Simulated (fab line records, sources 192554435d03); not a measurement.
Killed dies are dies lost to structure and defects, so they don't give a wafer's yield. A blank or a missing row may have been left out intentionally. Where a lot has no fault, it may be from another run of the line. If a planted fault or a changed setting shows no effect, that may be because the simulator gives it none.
fab line records / flow n5_finfet
[record] lots = 5 wafers = 15 last_day = 16
route steps=1938 shown BEOL_M0_SAQP@656 BEOL_M4@1111 PASSIVATION@1936
lots that met no fault: from a run of the same line without faults
start_h: hours from the record's opening day to when the first of the lot's shown wafers began / wait_h: hours from the lot's prior step to this one / " identical to the entry in the row above / L1.1+2: one row covering several wafers at once / - either no value or no given start / * or withheld: withheld / < > ~ a bound
route shown NAME@n: NAME is a module with steps in the file, n the number in the route of the first one / usual: mean/standard deviation taken from wafers without a fault / same: alike in all rows / chamber/n: place in a boat / sites: per-site readings / _std_site: standard deviation of those values / _edge_site: the outer-site mean with the inner-site mean subtracted / radius_mm: how far each site lies from the wafer's centre / mask NAME#n: copy n / behind: the last tool/chamber to shape the wafer / hold: why the lot was held/for how many hours/how that ended / device: the transistor (n, p or np) that didn't switch / end of line: the route-end tests of the same wafers / where a step has no rows: the recipe by itself / killed: at the first sort, the dies lost to defects and structure; wafer yield is something else / map: per-die view of a wafer (x killed, . not killed, _ where there is no die)
set.NAME: the run value of the setting; set.NAME@STEP: its run value at that earlier step / model.NAME: the simulator's own value behind a step, which no gauge read
lots at selected steps of the route; one table per step, one row per wafer
services: when a tool's chamber went out of use (start_h, in hours from the record's first day, below 0 if earlier), for how many hours, and the reason
[[steps]]
[step N5_BEOL_M0_SAQP_HM_OPEN_112]
[recipe] chemistry = CHF3/O2 target = SiO2 stop_on = a-Si target_depth_a = 120 over_etch_frac = 1.25 mask_material = SOC time_s = 13.5 pressure_mtorr = 30 source_w = 650 bias_w = 170 Ar_flow_sccm = 200 CHF3_flow_sccm = 50 O2_flow_sccm = 5 ion_energy_ev = 200 ends = end_point
[step N5_BEOL_M0_SAQP_STRIP_113]
[recipe] chemistry = CHF3/O2 resist = SiARC rf_frequency_hz = 6e+07
[step N5_BEOL_M0_SAQP_MANDREL_ETCH_20]
[recipe] target_depth_a = 600 chemistry = HBr/Cl2 target = a-Si stop_on = SiNx bt_time_s = 10 mask_material = SOC over_etch_frac = 0.5 time_s = 30 pressure_mtorr = 10 icp_w = 800 bias_w = 75 HBr_flow_sccm = 150 Cl2_flow_sccm = 80 ends = end_point
[step N5_BEOL_M0_SAQP_STRIP_86]
[recipe] chemistry = N2/H2 power_w = 500 temp_c = 40 pressure_mtorr = 50 rf_frequency_hz = 6e+07 overash_fraction = 0.3 bias_power_w = 28 h2_frac = 0.5 n2_flow_sccm = 300 h2_flow_sccm = 300
[step N5_BEOL_M0_SAQP_STRIP_115]
[recipe] chemistry = post_etch_residue_remover time_s = 60 temp_c = 25 remover_ph = withheld remover_water_wt_pct = withheld remover_fluoride_wt_pct = withheld
[step N5_BEOL_M0_SAQP_SRD_93]
[recipe] dry = ipa_marangoni time_s = 30 temp_c = 23 rinse_liquid = diw
[step N5_BEOL_M0_SAQP_RECESS_114]
[recipe] chemistry = HF/NH3 target = SiO2 target_depth_a = 144 afs_cycles = 3 temp_c = 30 sublimation_temp_c = 180 sublimation_time_s = 60
[step N5_BEOL_M0_SAQP_SPACER1_ALD_98]
[recipe] material = SiO2 target_thk_a = 128 temp_c = 300 ald_precursor_family = BDEAS ald_co_reactant = O2-plasma pulse_time_s = 1 purge_time_s = 2 co_reactant_purge_time_s = 2 ald_cycles = 138 pressure_torr = 2
[step N5_BEOL_M0_SAQP_SPACER1_ETCHBACK_99]
[recipe] chemistry = CHF3/O2 mode = anisotropic_etchback target = SiO2 target_depth_a = 154 time_s = 7.7 pressure_mtorr = 30 source_w = 650 bias_w = 170 Ar_flow_sccm = 200 CHF3_flow_sccm = 50 O2_flow_sccm = 5 ion_energy_ev = 200
[step N5_BEOL_M0_SAQP_MANDREL1_REMOVE_100]
[recipe] chemistry = HBr/Cl2/O2 bt_time_s = 10 target = a-Si stop_on = SiNx endpoint = OES-SiCl over_etch_frac = 0.85 icp_w = 600 bias_w = 30 HBr_flow_sccm = 150 Cl2_flow_sccm = 80 O2_flow_sccm = 5 pressure_mtorr = 10
[step N5_BEOL_M0_SAQP_ETCH_101]
[recipe] chemistry = CH3F/O2 target = SiNx mask_material = SiO2 target_depth_a = 299 time_s = 42.7 pressure_mtorr = 30 source_w = 395 bias_w = 73 Ar_flow_sccm = 150 CH3F_flow_sccm = 30 O2_flow_sccm = 20 ion_energy_ev = 120
[step N5_BEOL_M0_SAQP_ETCH_102]
[recipe] chemistry = CF4 target = SiO2 target_depth_a = 40 ion_energy_ev = 350 time_s = 4.4 pressure_mtorr = 10 icp_w = 800 bias_w = 400 cf4_flow_sccm = 80
[usual] bias_w = 400.1/1.2 cf4_flow_sccm = 80.00/0.22 drypump_motor_current_A = 5.7/0.38 he_backside_leak_sccm = 2.7/0.31 oes_product_au = 1.001/0.016 rf_fwd_power_W = 790/3.8 throttle_valve_pct = 21.79/0.2
lot.wafer=L649.1 tool=rie_si-03 chamber=1 start_h=181.61 wait_h=0.1 bias_w=399.7 cf4_flow_sccm=80.02 drypump_motor_current_A=5.8 he_backside_leak_sccm=2.6 oes_product_au=1.004 rf_fwd_power_W=791 rf_hours_counter_h=91 throttle_valve_pct=21.87
lot.wafer=L649.5 tool=rie_si-03 chamber=1 start_h=181.61 wait_h=0.1 bias_w=399.8 cf4_flow_sccm=80.33 drypump_motor_current_A=5.7 he_backside_leak_sccm=2.4 oes_product_au=1.003 rf_fwd_power_W=794 rf_hours_counter_h=- throttle_valve_pct=21.88
lot.wafer=L649.6 tool=rie_si-03 chamber=3 start_h=181.61 wait_h=0.1 bias_w=401.1 cf4_flow_sccm=79.97 drypump_motor_current_A=5.8 he_backside_leak_sccm=3.1 oes_product_au=1.008 rf_fwd_power_W=786 rf_hours_counter_h=- throttle_valve_pct=21.80
lot.wafer=L650.2 tool=rie_si-03 chamber=3 start_h=184.65 wait_h=0.1 bias_w=- cf4_flow_sccm=- drypump_motor_current_A=- he_backside_leak_sccm=- oes_product_au=- rf_fwd_power_W=- rf_hours_counter_h=- throttle_valve_pct=-
lot.wafer=L650.3 tool=rie_si-03 chamber=0 start_h=184.65 wait_h=0.1 bias_w=- cf4_flow_sccm=- drypump_motor_current_A=- he_backside_leak_sccm=- oes_product_au=- rf_fwd_power_W=- rf_hours_counter_h=- throttle_valve_pct=-
lot.wafer=L650.4 tool=rie_si-03 chamber=1 start_h=184.65 wait_h=0.1 bias_w=- cf4_flow_sccm=- drypump_motor_current_A=- he_backside_leak_sccm=- oes_product_au=- rf_fwd_power_W=- rf_hours_counter_h=- throttle_valve_pct=-
lot.wafer=L651.1 tool=rie_si-03 chamber=0 start_h=187.94 wait_h=0.1 bias_w=- cf4_flow_sccm=- drypump_motor_current_A=- he_backside_leak_sccm=- oes_product_au=- rf_fwd_power_W=- rf_hours_counter_h=- throttle_valve_pct=-
lot.wafer=L651.3 tool=rie_si-03 chamber=1 start_h=187.94 wait_h=0.1 bias_w=- cf4_flow_sccm=- drypump_motor_current_A=- he_backside_leak_sccm=- oes_product_au=- rf_fwd_power_W=- rf_hours_counter_h=- throttle_valve_pct=-
lot.wafer=L651.5 tool=rie_si-03 chamber=1 start_h=187.94 wait_h=0.1 bias_w=- cf4_flow_sccm=- drypump_motor_current_A=- he_backside_leak_sccm=- oes_product_au=- rf_fwd_power_W=- rf_hours_counter_h=- throttle_valve_pct=-
lot.wafer=L652.2 tool=rie_si-03 chamber=2 start_h=199.40 wait_h=0.1 bias_w=- cf4_flow_sccm=- drypump_motor_current_A=- he_backside_leak_sccm=- oes_product_au=- rf_fwd_power_W=- rf_hours_counter_h=- throttle_valve_pct=-
lot.wafer=L652.4 tool=rie_si-03 chamber=0 start_h=199.40 wait_h=0.1 bias_w=- cf4_flow_sccm=- drypump_motor_current_A=- he_backside_leak_sccm=- oes_product_au=- rf_fwd_power_W=- rf_hours_counter_h=- throttle_valve_pct=-
lot.wafer=L652.6 tool=rie_si-03 chamber=2 start_h=199.40 wait_h=0.1 bias_w=- cf4_flow_sccm=- drypump_motor_current_A=- he_backside_leak_sccm=- oes_product_au=- rf_fwd_power_W=- rf_hours_counter_h=- throttle_valve_pct=-
lot.wafer=L658.1 tool=rie_si-04 chamber=1 start_h=227.75 wait_h=0.1 bias_w=399.2 cf4_flow_sccm=80.27 drypump_motor_current_A=5.5 he_backside_leak_sccm=2.2 oes_product_au=1.001 rf_fwd_power_W=788 rf_hours_counter_h=17 throttle_valve_pct=22.06
lot.wafer=L658.5 tool=rie_si-04 chamber=1 start_h=227.75 wait_h=0.1 bias_w=399.9 cf4_flow_sccm=79.71 drypump_motor_current_A=5.5 he_backside_leak_sccm=2.2 oes_product_au=0.997 rf_fwd_power_W=792 rf_hours_counter_h=- throttle_valve_pct=22.05
lot.wafer=L658.6 tool=rie_si-04 chamber=2 start_h=227.75 wait_h=0.1 bias_w=400.3 cf4_flow_sccm=80.15 drypump_motor_current_A=4.8 he_backside_leak_sccm=3.1 oes_product_au=0.981 rf_fwd_power_W=792 rf_hours_counter_h=- throttle_valve_pct=22.05
[step N5_BEOL_M0_SAQP_MANDREL_ETCH_103]
[recipe] chemistry = HBr/Cl2 target = a-Si target_depth_a = 450 bt_time_s = 10 stop_on = SiCN mask_material = SiO2 over_etch_frac = 0.8 time_s = 27 pressure_mtorr = 10 icp_w = 800 bias_w = 75 HBr_flow_sccm = 150 Cl2_flow_sccm = 80 ends = end_point
[step N5_BEOL_M4_RC_MEAS_101]
[usual] DIBL_N = 36.5/1.4 DIBL_P = 36.9/1.7 IOFF_N = 0.163/0.023 IOFF_P = 0.22/0.032 ION_N = 673/9 ION_P = 462/7.5 SS_N = 71.6/0.54 SS_P = 73.4/0.62 VT_N = 249.8/2.8 VT_P = -250/3.5
lot.wafer=L649.1 tool=prober-02 chamber=0 start_h=246.76 wait_h=0.0 DIBL_N[mV/V]=37.3 DIBL_P[mV/V]=38.7 IOFF_N[nA/um]=0.190 IOFF_P[nA/um]=0.22 ION_N[uA/um]=684 ION_P[uA/um]=462 SS_N[mV/dec]=72.1 SS_P[mV/dec]=73.4 VT_N[mV]=245.6 VT_P[mV]=-252
lot.wafer=L649.5 tool=prober-02 chamber=0 start_h=246.76 wait_h=0.0 DIBL_N[mV/V]=38.1 DIBL_P[mV/V]=39.3 IOFF_N[nA/um]=0.207 IOFF_P[nA/um]=0.24 ION_N[uA/um]=676 ION_P[uA/um]=450 SS_N[mV/dec]=72.2 SS_P[mV/dec]=74.1 VT_N[mV]=245.3 VT_P[mV]=-251
lot.wafer=L649.6 tool=prober-02 chamber=0 start_h=246.76 wait_h=0.0 DIBL_N[mV/V]=37.2 DIBL_P[mV/V]=38.3 IOFF_N[nA/um]=0.183 IOFF_P[nA/um]=0.21 ION_N[uA/um]=676 ION_P[uA/um]=451 SS_N[mV/dec]=72.1 SS_P[mV/dec]=73.3 VT_N[mV]=247.5 VT_P[mV]=-253
lot.wafer=L658.1 tool=prober-02 chamber=0 start_h=282.12 wait_h=0.0 DIBL_N[mV/V]=34.8 DIBL_P[mV/V]=36.2 IOFF_N[nA/um]=0.133 IOFF_P[nA/um]=0.17 ION_N[uA/um]=662 ION_P[uA/um]=451 SS_N[mV/dec]=70.5 SS_P[mV/dec]=73.5 VT_N[mV]=252.7 VT_P[mV]=-255
lot.wafer=L658.5 tool=prober-02 chamber=0 start_h=282.12 wait_h=0.0 DIBL_N[mV/V]=34.5 DIBL_P[mV/V]=36.6 IOFF_N[nA/um]=0.137 IOFF_P[nA/um]=0.17 ION_N[uA/um]=670 ION_P[uA/um]=450 SS_N[mV/dec]=70.9 SS_P[mV/dec]=73.3 VT_N[mV]=251.2 VT_P[mV]=-252
lot.wafer=L658.6 tool=prober-02 chamber=0 start_h=282.12 wait_h=0.0 DIBL_N[mV/V]=34.7 DIBL_P[mV/V]=36.0 IOFF_N[nA/um]=0.135 IOFF_P[nA/um]=0.16 ION_N[uA/um]=663 ION_P[uA/um]=451 SS_N[mV/dec]=71.5 SS_P[mV/dec]=72.9 VT_N[mV]=251.8 VT_P[mV]=-258
[step N5_PASSIVATION_PROBE_49]
[usual] defect_limited_yield = 91.2/1.4 killed_at_M0_to_M3 = 35/11 killed_at_M4_up = 12/4.2 killed_at_contacts = 13/5.6 killed_at_front_end = 40/12 killed_at_other = 3.3/2.6 killed_dies = 103/17 killed_on_rim = 14/4.5 killed_open = 68/12 killed_short = 34/7.6 sort_bin_5_function = 5.1/0.95 sort_bin_6_memory = 3.3/0.68 sort_n_pass = 1077/17 sort_yield_pct = 91.2/1.4
[same] gross_dies = 1180 killed_at_back_side = 0 sort_bin_4_leakage[%] = 0 sort_bin_8_speed[%] = 0
lot.wafer=L650.2 tool=prober-02 chamber=- start_h=339.96 wait_h=0.1 defect_limited_yield[%]=0 killed_at_M0_to_M3=1111 killed_at_M4_up=16 killed_at_contacts=8 killed_at_front_end=43 killed_at_other=2 killed_dies=1180 killed_on_rim=152 killed_open=77 killed_short=36 sort_bin_5_function[%]=95.4 sort_bin_6_memory[%]=3.7 sort_n_pass=0 sort_yield_pct[%]=0
lot.wafer=L650.3 tool=prober-02 chamber=- start_h=340.01 wait_h=0.1 defect_limited_yield[%]=0 killed_at_M0_to_M3=1106 killed_at_M4_up=18 killed_at_contacts=12 killed_at_front_end=41 killed_at_other=3 killed_dies=1180 killed_on_rim=152 killed_open=61 killed_short=44 sort_bin_5_function[%]=96.7 sort_bin_6_memory[%]=3.0 sort_n_pass=0 sort_yield_pct[%]=0
lot.wafer=L650.4 tool=prober-02 chamber=- start_h=340.06 wait_h=0.2 defect_limited_yield[%]=0 killed_at_M0_to_M3=1117 killed_at_M4_up=10 killed_at_contacts=18 killed_at_front_end=30 killed_at_other=5 killed_dies=1180 killed_on_rim=152 killed_open=67 killed_short=39 sort_bin_5_function[%]=96.3 sort_bin_6_memory[%]=3.3 sort_n_pass=0 sort_yield_pct[%]=0
lot.wafer=L649.1 tool=prober-01 chamber=- start_h=351.10 wait_h=0.0 defect_limited_yield[%]=92.0 killed_at_M0_to_M3=23 killed_at_M4_up=12 killed_at_contacts=2 killed_at_front_end=51 killed_at_other=6 killed_dies=94 killed_on_rim=13 killed_open=62 killed_short=32 sort_bin_5_function[%]=5.2 sort_bin_6_memory[%]=2.5 sort_n_pass=1086 sort_yield_pct[%]=92.0
lot.wafer=L649.5 tool=prober-01 chamber=- start_h=351.30 wait_h=0.2 defect_limited_yield[%]=90.3 killed_at_M0_to_M3=42 killed_at_M4_up=12 killed_at_contacts=4 killed_at_front_end=51 killed_at_other=5 killed_dies=114 killed_on_rim=21 killed_open=71 killed_short=42 sort_bin_5_function[%]=6.2 sort_bin_6_memory[%]=3.1 sort_n_pass=1066 sort_yield_pct[%]=90.3
lot.wafer=L649.6 tool=prober-01 chamber=- start_h=351.35 wait_h=0.3 defect_limited_yield[%]=89.8 killed_at_M0_to_M3=35 killed_at_M4_up=13 killed_at_contacts=5 killed_at_front_end=57 killed_at_other=10 killed_dies=120 killed_on_rim=13 killed_open=78 killed_short=42 sort_bin_5_function[%]=6.2 sort_bin_6_memory[%]=3.6 sort_n_pass=1060 sort_yield_pct[%]=89.8
lot.wafer=L651.1 tool=prober-01 chamber=- start_h=351.40 wait_h=0.3 defect_limited_yield[%]=0 killed_at_M0_to_M3=1090 killed_at_M4_up=17 killed_at_contacts=21 killed_at_front_end=45 killed_at_other=7 killed_dies=1180 killed_on_rim=152 killed_open=91 killed_short=51 sort_bin_5_function[%]=95.3 sort_bin_6_memory[%]=4.3 sort_n_pass=0 sort_yield_pct[%]=0
lot.wafer=L651.3 tool=prober-01 chamber=- start_h=351.50 wait_h=0.4 defect_limited_yield[%]=0 killed_at_M0_to_M3=1123 killed_at_M4_up=15 killed_at_contacts=13 killed_at_front_end=27 killed_at_other=2 killed_dies=1180 killed_on_rim=152 killed_open=55 killed_short=33 sort_bin_5_function[%]=96.9 sort_bin_6_memory[%]=3.1 sort_n_pass=0 sort_yield_pct[%]=0
lot.wafer=L651.5 tool=prober-01 chamber=- start_h=351.60 wait_h=0.5 defect_limited_yield[%]=0 killed_at_M0_to_M3=1130 killed_at_M4_up=11 killed_at_contacts=13 killed_at_front_end=25 killed_at_other=1 killed_dies=1180 killed_on_rim=152 killed_open=55 killed_short=27 sort_bin_5_function[%]=96.9 sort_bin_6_memory[%]=2.9 sort_n_pass=0 sort_yield_pct[%]=0
lot.wafer=L652.2 tool=prober-02 chamber=- start_h=355.80 wait_h=0.1 defect_limited_yield[%]=0 killed_at_M0_to_M3=1117 killed_at_M4_up=9 killed_at_contacts=15 killed_at_front_end=38 killed_at_other=1 killed_dies=1180 killed_on_rim=152 killed_open=63 killed_short=25 sort_bin_5_function[%]=97.7 sort_bin_6_memory[%]=2.1 sort_n_pass=0 sort_yield_pct[%]=0
lot.wafer=L652.4 tool=prober-02 chamber=- start_h=355.90 wait_h=0.2 defect_limited_yield[%]=0 killed_at_M0_to_M3=1089 killed_at_M4_up=14 killed_at_contacts=16 killed_at_front_end=61 killed_at_other=0 killed_dies=1180 killed_on_rim=152 killed_open=78 killed_short=31 sort_bin_5_function[%]=95.9 sort_bin_6_memory[%]=3.8 sort_n_pass=0 sort_yield_pct[%]=0
lot.wafer=L652.6 tool=prober-02 chamber=- start_h=356.00 wait_h=0.3 defect_limited_yield[%]=0 killed_at_M0_to_M3=1096 killed_at_M4_up=10 killed_at_contacts=18 killed_at_front_end=52 killed_at_other=4 killed_dies=1180 killed_on_rim=152 killed_open=77 killed_short=39 sort_bin_5_function[%]=96.1 sort_bin_6_memory[%]=3.3 sort_n_pass=0 sort_yield_pct[%]=0
// killed by level:class
L650.2 BEOL_M0_SAQP:area_etch=1065 STI_FIN_REVEAL:geometric_particle:open=12 BEOL_M2:geometric_particle:open=12 BEOL_M1:geometric_particle:open=9 BEOL_M4:geometric_particle:open=9 MOL_CONTACT_COAG:geometric_particle:open=7 BEOL_M0_SAQP:geometric_particle:short=7 BEOL_M0_SAQP:geometric_particle:open=7
L650.3 BEOL_M0_SAQP:area_etch=1074 BEOL_M0_SAQP:geometric_particle:short=10 MOL_CONTACT_COAG:geometric_particle:open=9 STI_FIN_REVEAL:geometric_particle:open=8 ILD0:geometric_particle:short=6 BEOL_M5:geometric_particle:open=6 DUMMY_GATE:geometric_particle:open=5 GATE_CUT:geometric_particle:short=5
L650.4 BEOL_M0_SAQP:area_etch=1073 BEOL_M0_SAQP:geometric_particle:short=20 MOL_CONTACT_COAG:geometric_particle:open=17 BEOL_M0_SAQP:geometric_particle:open=9 BEOL_M3:geometric_particle:open=8 STI_FIN_REVEAL:geometric_particle:open=5 ILD0:geometric_particle:short=5 GATE_CUT:geometric_particle:short=5
L649.1 FIN_SAQP:geometric_particle:open=10 FIN_SAQP:geometric_particle:short=10 BEOL_M0_SAQP:geometric_particle:open=10 GATE_CUT:geometric_particle:short=8 BEOL_M4:geometric_particle:open=8 STI_FIN_REVEAL:geometric_particle:open=6 GATE_CUT:geometric_particle:open=6 MIM_BOT:geometric_particle:short=3
L649.5 FIN_SAQP:geometric_particle:short=14 FIN_SAQP:geometric_particle:open=11 STI_FIN_REVEAL:geometric_particle:open=11 BEOL_M2:geometric_particle:open=10 BEOL_M0_SAQP:geometric_particle:open=6 BEOL_M0_SAQP:geometric_particle:short=6 BEOL_M4:geometric_particle:open=6 BEOL_M3:geometric_particle:open=6
L649.6 FIN_SAQP:geometric_particle:open=15 STI_FIN_REVEAL:geometric_particle:open=13 FIN_SAQP:geometric_particle:short=11 BEOL_M2:geometric_particle:open=10 BEOL_M4:geometric_particle:open=9 BEOL_M1:geometric_particle:open=8 BEOL_M0_SAQP:geometric_particle:short=6 BEOL_M2:geometric_particle:short=6
L651.1 BEOL_M0_SAQP:area_etch=1037 BEOL_M0_SAQP:geometric_particle:short=18 MOL_CONTACT_COAG:geometric_particle:open=16 BEOL_M0_SAQP:geometric_particle:open=16 FIN_SAQP:geometric_particle:open=14 FIN_SAQP:geometric_particle:short=13 BEOL_M4:geometric_particle:open=10 STI_FIN_REVEAL:geometric_particle:open=6
L651.3 BEOL_M0_SAQP:area_etch=1092 BEOL_M4:geometric_particle:open=11 MOL_CONTACT_COAG:geometric_particle:open=10 BEOL_M0_SAQP:geometric_particle:open=8 BEOL_M0_SAQP:geometric_particle:short=7 BEOL_M2:geometric_particle:open=7 STI_FIN_REVEAL:geometric_particle:open=6 STARTING-WAFER:geometric_particle:short=5
L651.5 BEOL_M0_SAQP:area_etch=1097 MOL_CONTACT_COAG:geometric_particle:open=10 BEOL_M0_SAQP:geometric_particle:open=10 BEOL_M2:geometric_particle:open=8 BEOL_M0_SAQP:geometric_particle:short=6 BEOL_M4:geometric_particle:open=4 MOL_CONTACT_COAG:geometric_particle:short=3 BEOL_M2:geometric_particle:short=3
L652.2 BEOL_M0_SAQP:area_etch=1091 MOL_CONTACT_COAG:geometric_particle:open=15 BEOL_M0_SAQP:geometric_particle:open=8 FIN_SAQP:geometric_particle:open=7 STI_FIN_REVEAL:geometric_particle:open=7 BEOL_M2:geometric_particle:open=7 FIN_SAQP:geometric_particle:short=4 GATE_CUT:geometric_particle:short=4
L652.4 BEOL_M0_SAQP:area_etch=1068 FIN_SAQP:geometric_particle:open=17 MOL_CONTACT_COAG:geometric_particle:open=13 STI_FIN_REVEAL:geometric_particle:open=11 BEOL_M1:geometric_particle:open=7 FIN_SAQP:geometric_particle:short=6 GATE_CUT:geometric_particle:short=5 BEOL_M2:geometric_particle:open=5
L652.6 BEOL_M0_SAQP:area_etch=1063 MOL_CONTACT_COAG:geometric_particle:open=16 FIN_SAQP:geometric_particle:open=14 BEOL_M0_SAQP:geometric_particle:open=10 FIN_SAQP:geometric_particle:short=9 BEOL_M0_SAQP:geometric_particle:short=7 BEOL_M2:geometric_particle:open=7 STI_FIN_REVEAL:geometric_particle:open=5
// map L650.2 (x killed, . not)
_________________xxxxxxxxxxxx________________
______________xxxxxxxxxxxxxxxxxx_____________
___________xxxxxxxxxxxxxxxxxxxxxxxx__________
__________xxxxxxxxxxxxxxxxxxxxxxxxxx_________
________xxxxxxxxxxxxxxxxxxxxxxxxxxxxxx_______
_______xxxxxxxxxxxxxxxxxxxxxxxxxxxxxxxx______
______xxxxxxxxxxxxxxxxxxxxxxxxxxxxxxxxxx_____
_____xxxxxxxxxxxxxxxxxxxxxxxxxxxxxxxxxxxx____
____xxxxxxxxxxxxxxxxxxxxxxxxxxxxxxxxxxxxxx___
___xxxxxxxxxxxxxxxxxxxxxxxxxxxxxxxxxxxxxxxx__
___xxxxxxxxxxxxxxxxxxxxxxxxxxxxxxxxxxxxxxxx__
__xxxxxxxxxxxxxxxxxxxxxxxxxxxxxxxxxxxxxxxxxx_
__xxxxxxxxxxxxxxxxxxxxxxxxxxxxxxxxxxxxxxxxxx_
_xxxxxxxxxxxxxxxxxxxxxxxxxxxxxxxxxxxxxxxxxxxx
_xxxxxxxxxxxxxxxxxxxxxxxxxxxxxxxxxxxxxxxxxxxx
_xxxxxxxxxxxxxxxxxxxxxxxxxxxxxxxxxxxxxxxxxxxx
_xxxxxxxxxxxxxxxxxxxxxxxxxxxxxxxxxxxxxxxxxxxx
_xxxxxxxxxxxxxxxxxxxxxxxxxxxxxxxxxxxxxxxxxxxx
_xxxxxxxxxxxxxxxxxxxxxxxxxxxxxxxxxxxxxxxxxxxx
_xxxxxxxxxxxxxxxxxxxxxxxxxxxxxxxxxxxxxxxxxxxx
_xxxxxxxxxxxxxxxxxxxxxxxxxxxxxxxxxxxxxxxxxxxx
__xxxxxxxxxxxxxxxxxxxxxxxxxxxxxxxxxxxxxxxxxx_
__xxxxxxxxxxxxxxxxxxxxxxxxxxxxxxxxxxxxxxxxxx_
___xxxxxxxxxxxxxxxxxxxxxxxxxxxxxxxxxxxxxxxx__
___xxxxxxxxxxxxxxxxxxxxxxxxxxxxxxxxxxxxxxxx__
____xxxxxxxxxxxxxxxxxxxxxxxxxxxxxxxxxxxxxx___
_____xxxxxxxxxxxxxxxxxxxxxxxxxxxxxxxxxxxx____
______xxxxxxxxxxxxxxxxxxxxxxxxxxxxxxxxxx_____
_______xxxxxxxxxxxxxxxxxxxxxxxxxxxxxxxx______
________xxxxxxxxxxxxxxxxxxxxxxxxxxxxxx_______
__________xxxxxxxxxxxxxxxxxxxxxxxxxx_________
___________xxxxxxxxxxxxxxxxxxxxxxxx__________
______________xxxxxxxxxxxxxxxxxx_____________
_________________xxxxxxxxxxxx________________
// map L651.1 (x killed, . not)
_________________xxxxxxxxxxxx________________
______________xxxxxxxxxxxxxxxxxx_____________
___________xxxxxxxxxxxxxxxxxxxxxxxx__________
__________xxxxxxxxxxxxxxxxxxxxxxxxxx_________
________xxxxxxxxxxxxxxxxxxxxxxxxxxxxxx_______
_______xxxxxxxxxxxxxxxxxxxxxxxxxxxxxxxx______
______xxxxxxxxxxxxxxxxxxxxxxxxxxxxxxxxxx_____
_____xxxxxxxxxxxxxxxxxxxxxxxxxxxxxxxxxxxx____
____xxxxxxxxxxxxxxxxxxxxxxxxxxxxxxxxxxxxxx___
___xxxxxxxxxxxxxxxxxxxxxxxxxxxxxxxxxxxxxxxx__
___xxxxxxxxxxxxxxxxxxxxxxxxxxxxxxxxxxxxxxxx__
__xxxxxxxxxxxxxxxxxxxxxxxxxxxxxxxxxxxxxxxxxx_
__xxxxxxxxxxxxxxxxxxxxxxxxxxxxxxxxxxxxxxxxxx_
_xxxxxxxxxxxxxxxxxxxxxxxxxxxxxxxxxxxxxxxxxxxx
_xxxxxxxxxxxxxxxxxxxxxxxxxxxxxxxxxxxxxxxxxxxx
_xxxxxxxxxxxxxxxxxxxxxxxxxxxxxxxxxxxxxxxxxxxx
_xxxxxxxxxxxxxxxxxxxxxxxxxxxxxxxxxxxxxxxxxxxx
_xxxxxxxxxxxxxxxxxxxxxxxxxxxxxxxxxxxxxxxxxxxx
_xxxxxxxxxxxxxxxxxxxxxxxxxxxxxxxxxxxxxxxxxxxx
_xxxxxxxxxxxxxxxxxxxxxxxxxxxxxxxxxxxxxxxxxxxx
_xxxxxxxxxxxxxxxxxxxxxxxxxxxxxxxxxxxxxxxxxxxx
__xxxxxxxxxxxxxxxxxxxxxxxxxxxxxxxxxxxxxxxxxx_
__xxxxxxxxxxxxxxxxxxxxxxxxxxxxxxxxxxxxxxxxxx_
___xxxxxxxxxxxxxxxxxxxxxxxxxxxxxxxxxxxxxxxx__
___xxxxxxxxxxxxxxxxxxxxxxxxxxxxxxxxxxxxxxxx__
____xxxxxxxxxxxxxxxxxxxxxxxxxxxxxxxxxxxxxx___
_____xxxxxxxxxxxxxxxxxxxxxxxxxxxxxxxxxxxx____
______xxxxxxxxxxxxxxxxxxxxxxxxxxxxxxxxxx_____
_______xxxxxxxxxxxxxxxxxxxxxxxxxxxxxxxx______
________xxxxxxxxxxxxxxxxxxxxxxxxxxxxxx_______
__________xxxxxxxxxxxxxxxxxxxxxxxxxx_________
___________xxxxxxxxxxxxxxxxxxxxxxxx__________
______________xxxxxxxxxxxxxxxxxx_____________
_________________xxxxxxxxxxxx________________
[[services]]
tool=rie_si-03 chamber=2 start_h=158.89 hours=35.2 kind=repair
tool=rie_si-04 chamber=- start_h=167.49 hours=2.8 kind=pm
[[key]]
[first_sign] step = N5_BEOL_M0_SAQP_ETCH_102 reading = tool_record direction = missing
[effect] step = N5_PASSIVATION_PROBE_49 reading = killed_at_M0_to_M3 direction = up sigmas = 97 usual = 35 struck = 1109
[more_kills_born_at] N5_BEOL_M0_SAQP_ETCH_102@rie_si-03 = 9660
met_at N5_BEOL_M0_SAQP_ETCH_102
struck_wafers L650.2,L650.3,L650.4,L651.1,L651.3,L651.5,L652.2,L652.4,L652.6
later_rows_left_out L650.2,L650.3,L650.4,L651.1,L651.3,L651.5,L652.2,L652.4,L652.6
onset_between 181.61 184.65
[fault] kind = skipped_step_whole tool = rie_si-03 chamber = - onset_h = 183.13 steps = N5_BEOL_M0_SAQP_ETCH_102 scope = struck_lots_only
// later_rows_left_out: the simulator's readings of these wafers behind a module that went badly wrong aren't trusted and aren't shown, but for the sort
